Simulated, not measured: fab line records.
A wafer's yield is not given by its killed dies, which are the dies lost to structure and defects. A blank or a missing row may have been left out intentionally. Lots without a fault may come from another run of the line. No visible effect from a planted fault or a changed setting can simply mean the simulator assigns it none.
Split-lot trial ; flow n5_finfet ; route with 1938 steps; 7 lots, 39 wafers read

THE SPLIT ITSELF
At N5_BEOL_M0_SAQP_HM_DEP_02 (deposits TiN, target thk 12 nm), the setting target_thk_a was moved away from the recipe's 120 angstrom on 12 of the 39 wafers read, by -56.9% to +20.0%. For the rest of the wafers, this setting stayed at what the recipe calls for.

The split's own step is where the reading is taken.

THE READING
TiN_of_BEOL_M0_SAQP_HM_DEP_02.thk_nm (the simulator's own value, which no gauge read), in nm, at N5_BEOL_M0_SAQP_HM_DEP_02 (deposits TiN, target thk 12 nm). No usual value for it is given in the file. The 27 wafers here that ran the recipe average 12.0 nm, standard deviation 0.22 nm.

wafer;tool, chamber at the split;target_thk_a as run, angstrom;against the recipe;TiN_of_BEOL_M0_SAQP_HM_DEP_02.thk_nm, nm;against lot-mates on the recipe
L074.1;pvd_sputter-01, -;120;recipe;12;-
L074.5;pvd_sputter-01, -;120;recipe;12;-
L074.2;pvd_sputter-01, -;120;recipe;12.2;-
L074.4;pvd_sputter-01, -;120;recipe;12.2;-
L074.6;pvd_sputter-01, -;120;recipe;12.2;-
L074.3;pvd_sputter-01, -;120;recipe;11.8;-
L075.2;pvd_sputter-03, -;120;recipe;12;-
L075.4;pvd_sputter-03, -;120;recipe;12;-
L075.6;pvd_sputter-03, -;120;recipe;12.2;-
L076.1;pvd_sputter-01, -;120;recipe;11.8;-
L076.2;pvd_sputter-01, -;120;recipe;11.8;-
L076.3;pvd_sputter-01, -;120;recipe;11.8;-
L076.4;pvd_sputter-01, -;120;recipe;11.8;-
L076.6;pvd_sputter-01, -;120;recipe;11.8;-
L076.5;pvd_sputter-01, -;120;recipe;11.6;-
L082.1;pvd_sputter-02, -;144;+20.0%;14.6;+2.4
L082.6;pvd_sputter-02, -;144;+20.0%;14.6;+2.4
L082.2;pvd_sputter-02, -;120;recipe;12.2;-
L082.3;pvd_sputter-02, -;120;recipe;12;-
L082.4;pvd_sputter-02, -;120;recipe;12.4;-
L082.5;pvd_sputter-02, -;144;+20.0%;14.4;+2.2
L087.1;pvd_sputter-03, -;51.77;-56.9%;5.4;-6.7
L087.6;pvd_sputter-03, -;51.77;-56.9%;5.4;-6.7
L087.2;pvd_sputter-03, -;120;recipe;12.2;-
L087.4;pvd_sputter-03, -;120;recipe;12.2;-
L087.3;pvd_sputter-03, -;120;recipe;12;-
L087.5;pvd_sputter-03, -;51.77;-56.9%;5.2;-6.9
L091.1;pvd_sputter-01, -;120;recipe;11.8;-
L091.2;pvd_sputter-01, -;120;recipe;11.8;-
L091.3;pvd_sputter-01, -;120;recipe;11.6;-
L091.4;pvd_sputter-01, -;55.8;-53.5%;5.6;-6.1
L091.5;pvd_sputter-01, -;55.8;-53.5%;5.4;-6.3
L091.6;pvd_sputter-01, -;55.8;-53.5%;5.2;-6.5
L093.1;pvd_sputter-03, -;55.84;-53.5%;5.6;-6.6
L093.3;pvd_sputter-03, -;55.84;-53.5%;5.6;-6.6
L093.2;pvd_sputter-03, -;55.84;-53.5%;6;-6.2
L093.4;pvd_sputter-03, -;120;recipe;12.2;-
L093.5;pvd_sputter-03, -;120;recipe;12.4;-
L093.6;pvd_sputter-03, -;120;recipe;12;-

FIT RESULTS
A straight line over all 39 wafers: TiN_of_BEOL_M0_SAQP_HM_DEP_02.thk_nm changes by +0.12 nm for each +1% of target_thk_a; r = +1.00; the points scatter about the line by 0.22 nm.
The same after taking each lot's own level away (the mean of its wafers on the recipe; 39 wafers): +0.119 nm for each +1%; r = +1.00; scatter 0.14 nm.
On that fit, the largest move of target_thk_a shifts the reading by 6.8 nm.
Across the lots, their own levels run from 11.73 to 12.20 nm, a range of 2.1 times the standard deviation given above.
The two slopes agree, so the slope changes little with the lot-to-lot level.
Check: with one of the wafers moved furthest among these (-56.9%) left out of the fit, the line predicts -6.8 nm for it against its lot-mates. Against them it came out at -6.73 nm.

THE OTHER SPLITS THESE WAFERS WENT THROUGH
Before the reading, these wafers also passed through other splits. Each is held against what the fit with the lots' levels taken away leaves over:
other split on the same wafers;wafers away from the commonest value;r with TiN_of_BEOL_M0_SAQP_HM_DEP_02.thk_nm (lot level and that fit taken away)
N5_ZERO_LAYER_ETCH_18 target_depth_a;18;+0.10
N5_FIN_SAQP_HM_DEP_72 time_s;15;+0.09
N5_SD_EPI_N_ETCH_16 target_depth_a;18;+0.14

THE FILE'S OWN FIT
TiN_of_BEOL_M0_SAQP_HM_DEP_02.thk_nm changes by +0.12 nm for each +1% of target_thk_a, r = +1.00.
